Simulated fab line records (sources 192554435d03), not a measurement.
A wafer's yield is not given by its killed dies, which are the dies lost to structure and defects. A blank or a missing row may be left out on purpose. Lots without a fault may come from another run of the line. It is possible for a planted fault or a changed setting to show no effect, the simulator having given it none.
Chamber matching :: flow n5 finfet :: rie diel-01 running N5_BEOL_M2_ETCHBACK_99: 4 sister chambers
The step etches SiO2 in CHF3, target depth 5 nm, time 10.4 s. 4 wafers are shown with their chamber, then 9 later ones without.

WAFERS WITH THEIR CHAMBER
wafer: L082.3
chamber: 3
showerhead plenum p Torr (Torr): 2.28

wafer: L088.1
chamber: 1
showerhead plenum p Torr (Torr): 2.09

wafer: L088.2
chamber: 0
showerhead plenum p Torr (Torr): 2.20

wafer: L088.4
chamber: 2
showerhead plenum p Torr (Torr): 2.14

WAFERS WHOSE CHAMBER IS MISSING
wafer: L089.1
showerhead plenum p Torr (Torr): 2.20

wafer: L089.5
showerhead plenum p Torr (Torr): 2.09

wafer: L089.6
showerhead plenum p Torr (Torr): 2.14

wafer: L091.1
showerhead plenum p Torr (Torr): 2.09

wafer: L091.4
showerhead plenum p Torr (Torr): 2.14

wafer: L091.5
showerhead plenum p Torr (Torr): 2.09

wafer: L094.1
showerhead plenum p Torr (Torr): 2.14

wafer: L094.4
showerhead plenum p Torr (Torr): 2.19

wafer: L094.5
showerhead plenum p Torr (Torr): 2.09

WHICH CHAMBER EACH WENT THROUGH
wafer: L089.1
from the rows above: 0
in truth: 0

wafer: L089.5
from the rows above: 1
in truth: 1

wafer: L089.6
from the rows above: 2
in truth: 2

wafer: L091.1
from the rows above: 1
in truth: 1

wafer: L091.4
from the rows above: 2
in truth: 2

wafer: L091.5
from the rows above: 1
in truth: 1

wafer: L094.1
from the rows above: 2
in truth: 2

wafer: L094.4
from the rows above: 0
in truth: 0

wafer: L094.5
from the rows above: 1
in truth: 1
Correctly placed: 9 of 9. Not placeable from these rows: 0. Placed wrongly: 0.
How it was worked out, from the rows above alone: a wafer's distance from a chamber is the root of the sum, over the readings, of the square of ((its reading less the chamber's mean) divided by the reading's scatter). If the next closest chamber is less than 2 further off than the closest, the wafer can't be placed; otherwise it belongs to the closest. For every chamber, the mean is computed from those of its wafers that are shown. The scatter: root of mean squared gap, hidden wafer to nearest shown wafer, with one shown wafer a chamber.
